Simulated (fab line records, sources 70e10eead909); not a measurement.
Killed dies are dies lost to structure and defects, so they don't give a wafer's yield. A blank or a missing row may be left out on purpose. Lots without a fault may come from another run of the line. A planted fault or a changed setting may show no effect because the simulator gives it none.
Which tool did it? | flow nand_harc | 7 lots, 20 wafers sampled, at 2 steps of a route of 1302

WHAT THE GAUGES READ, wafer by wafer
NHARC_A_ONON_D1_THK_MEAS_11: measures by ellipsometry.
lot  | measured     | on            | thk_nm (nm)
L578 | day 8 07:04  | film_metro-02 | 989 988 989
L585 | day 11 04:52 | film_metro-02 | 1018 1017
L592 | day 13 21:34 | film_metro-01 | 1000 1003 1003
L594 | day 15 02:50 | film_metro-01 | 1001 999 1002
L596 | day 15 17:07 | film_metro-02 | 985 987 987
L598 | day 16 10:43 | film_metro-02 | 1006 1006 1005
L600 | day 17 12:09 | film_metro-02 | 1001 1002 1001

WHICH TOOL RAN EACH LOT (tool, then ch and the chambers of the sampled wafers, then the start)
lot  | NHARC_A_ZERO_WELL_RTA_16
L578 | rtp_anneal-02 ch 0, day 7 08:44
L585 | rtp_anneal-01 ch 0, day 10 05:44
L592 | rtp_anneal-01 ch 0, day 12 23:07
L594 | rtp_anneal-02 ch 0, day 14 01:39
L596 | rtp_anneal-02 ch 0, day 14 16:28
L598 | rtp_anneal-02 ch 0, day 15 11:50
L600 | rtp_anneal-01 ch 0, day 16 10:52
- NHARC_A_ZERO_WELL_RTA_16: time 10 s.

THE ANSWER, worked out from the rows above alone
Rule: what is usual is taken from the lots themselves. Put in order of their means at a reading, lots are off if they are a third of the lots or fewer, leave a main group of 4 or more, and stand apart from it by a gap of 3 or more times the standard deviation of the main group's means; of several such gaps the widest counts. A main group whose means are all the same, to the digits that the tables above print for the reading, isn't used. A lot without any number at a reading at which 4 lots or more have one is off too. The other lots that the step has rows for count as sound.
No lot is off at any reading shown: from this, nothing can be told.

WHAT THE SIMULATOR HAD PUT IN
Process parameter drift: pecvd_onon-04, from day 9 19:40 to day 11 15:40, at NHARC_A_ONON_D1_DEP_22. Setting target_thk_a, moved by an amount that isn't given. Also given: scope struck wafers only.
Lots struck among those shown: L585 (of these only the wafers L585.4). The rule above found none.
